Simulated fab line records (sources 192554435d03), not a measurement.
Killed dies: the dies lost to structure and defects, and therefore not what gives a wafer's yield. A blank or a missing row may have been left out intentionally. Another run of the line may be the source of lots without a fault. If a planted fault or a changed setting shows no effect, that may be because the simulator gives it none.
Chamber matching	flow n5 finfet	N5_FIN_SAQP_HM_OPEN_33 on rie diel-04: 4 sister chambers
The step chemistry CH3F/O2, target SiNx, target depth 49.4 nm, time 70.6 s. 4 wafers are shown with their chamber, then 10 later ones without.

== WAFERS WITH THEIR CHAMBER ==
wafer	chamber	throttle valve pct (%)
L087.2	1	16.07
L089.4	3	16.50
L092.2	0	16.98
L092.4	2	16.28

== WAFERS WITHOUT THEIR CHAMBER ==
wafer	throttle valve pct (%)
L092.6	16.95
L093.1	16.29
L093.2	16.53
L093.5	16.30
L096.1	16.12
L096.2	16.27
L096.3	16.53
L097.2	16.30
L097.4	16.54
L097.6	16.30

== THE CHAMBER EACH PASSED THROUGH ==
wafer	from the rows above	in truth
L092.6	0	0
L093.1	2	2
L093.2	3	3
L093.5	2	2
L096.1	1	1
L096.2	2	2
L096.3	3	3
L097.2	2	2
L097.4	3	3
L097.6	2	2
Correctly placed: 10 of 10. Number that these rows cannot place: 0. Wrongly placed: 0.
How it was worked out, from the rows above alone: a wafer's distance from a chamber is the root of the sum, over the readings, of the square of ((its reading less the chamber's mean) divided by the reading's scatter). The wafer belongs to the nearest chamber; if the next one is less than 2 further off, it can't be placed. The mean given for a chamber averages the wafers shown for that chamber. The scatter (one wafer shown for each chamber): square how far every hidden wafer sits from the nearest shown wafer, average those squares and take the square root.
